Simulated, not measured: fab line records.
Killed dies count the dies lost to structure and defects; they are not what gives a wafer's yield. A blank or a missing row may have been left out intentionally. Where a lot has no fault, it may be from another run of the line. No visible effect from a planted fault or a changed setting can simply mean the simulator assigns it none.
A lot that was struck, set against a sound lot | flow nandHarc | 15 out of 1302 route steps
Sound: the wafers L548.1, L548.3, L548.5. Wafers L533.1, L533.3, L533.6 were the ones struck. The cause comes at the end.
Order at every step that has rows: each side's tool, ch and its chambers, its first start. Under that, the readings that differ: sound wafers | struck wafers | difference of the means | sigmas: that difference in standard deviations of wafers without a fault.
alike: a reading whose means differ by less than 2 such deviations, as well as words and numbers matching on both sides. not compared: withheld readings; readings where some wafer has no value; bounds like >300 that might hide an equal value; numbers whose values overlap and for which the record gives no deviation.
A row with sigmas, a row that says differs or no value, or rows on one side alone: a step with any of these is where the two part. Non-overlapping numbers with no deviation appear without sigmas and do not part them. A reading missing from all wafers of one side parts the sides only when that side holds two or more wafers.

first, 7 steps without rows for these wafers: NHARC_A_CHANNEL_HOLE_D1_COAT_37 (time 65 s); NHARC_A_CHANNEL_HOLE_D1_COAT_04 (resist thk 90 nm); NHARC_A_CHANNEL_HOLE_D1_SOFTBAKE_05 (time 55 s); NHARC_A_CHANNEL_HOLE_D1_EBR_06; NHARC_A_CHANNEL_HOLE_D1_EXPOSE_07 (exposes mask HOLE D1, target cd 100 nm); NHARC_A_CHANNEL_HOLE_D1_PEB_08 (peb time 65 s); NHARC_A_CHANNEL_HOLE_D1_DEVELOP_09 (develop time 35 s).
NHARC_A_CHANNEL_HOLE_D1_CD_MEAS_10 targets a cd of 100 nm.
  sound on cdSem-02 ch 0, day 15 12:44; struck on cdSem-01 ch 0, day 9 08:26
  alike: cdNm
NHARC_A_CHANNEL_HOLE_D1_OVL_MEAS_11:
  sound on overlay-02, day 15 12:49; struck on overlay-02, day 9 08:31
  alike: overlayXNm, overlayYNm
NHARC_A_CHANNEL_HOLE_D1_INSPECT_12:
  sound on defectInspect-02, day 15 12:51; struck on defectInspect-01, day 9 08:33
  alike: rawDefectCount
NHARC_A_CHANNEL_HOLE_D1_DESCUM_15: chemistry O2, time 3 s.
  sound on rieDiel-03 ch 1,2, day 15 12:55; struck on rieDiel-09 ch 2,3, day 9 08:37
reading                  | sound       | struck      | difference | sigmas
drypumpMotorCurrentA (A) | 6.1 4.8 4.8 | 6.6 5.5 6.6 | +1.0       | +2
  alike: oesProductAu, rfVppV, showerheadPlenumPTorr, throttleValvePct
  not compared: rfHoursCounterH
NHARC_A_CHANNEL_HOLE_D1_ETCH_38: etches the open film in CF4, target depth 39 nm, time 65 s.
  sound on rieDiel-03 ch 0,2,3, day 15 13:02; struck on rieDiel-09 ch 0,2,3, day 9 08:42
reading             | sound             | struck            | difference | sigmas
oesProductAu (a.u.) | 1.023 1.008 1.018 | 0.976 0.999 0.996 | -0.026     | -2
  alike: biasW, cf4FlowSccm, drypumpMotorCurrentA, rfVppV, showerheadPlenumPTorr, throttleValvePct
  not compared: rfHoursCounterH
NHARC_A_CHANNEL_HOLE_D1_ETCH_39: etches the open film in N2/H2, target depth 260 nm, time 325 s.
  sound on rieDiel-03 ch 1,2,3, day 15 13:07; struck on rieDiel-09 ch 0,2,3, day 9 08:49
  no value came back on the struck wafers for any of 8 readings (biasW (W), chamberPressureMTorr (mTorr) and others); on the sound wafers biasW (W) reads 150.3 150.0 150.9
  not compared: rfHoursCounterH
NHARC_A_CHANNEL_HOLE_D1_ETCH_34: etches the open film in CF4/CHF3, target depth 154 nm, time 77 s.
  sound on rieDiel-03 ch 0,1,3; struck on rieDiel-09 ch 1,3
  alike: biasW, cf4FlowSccm, drypumpMotorCurrentA, oesProductAu, rfVppV, showerheadPlenumPTorr, throttleValvePct
  not compared: rfHoursCounterH
-- the record jumps here: 16 days lie between the struck wafers' starts before and after (it left off in module A_CHANNEL_HOLE_D1 and takes up again in module END, whose first step shown is number 1302 of the route) --
NHARC_END_SORT_01:
  here the record holds rows for the struck wafers (prober-01 ch 0, day 25 00:47) but none for the sound ones

WHERE THEY PART
Last at NHARC_END_SORT_01 as far as this record goes, first at NHARC_A_CHANNEL_HOLE_D1_DESCUM_15.

WHY: what the simulator had put in
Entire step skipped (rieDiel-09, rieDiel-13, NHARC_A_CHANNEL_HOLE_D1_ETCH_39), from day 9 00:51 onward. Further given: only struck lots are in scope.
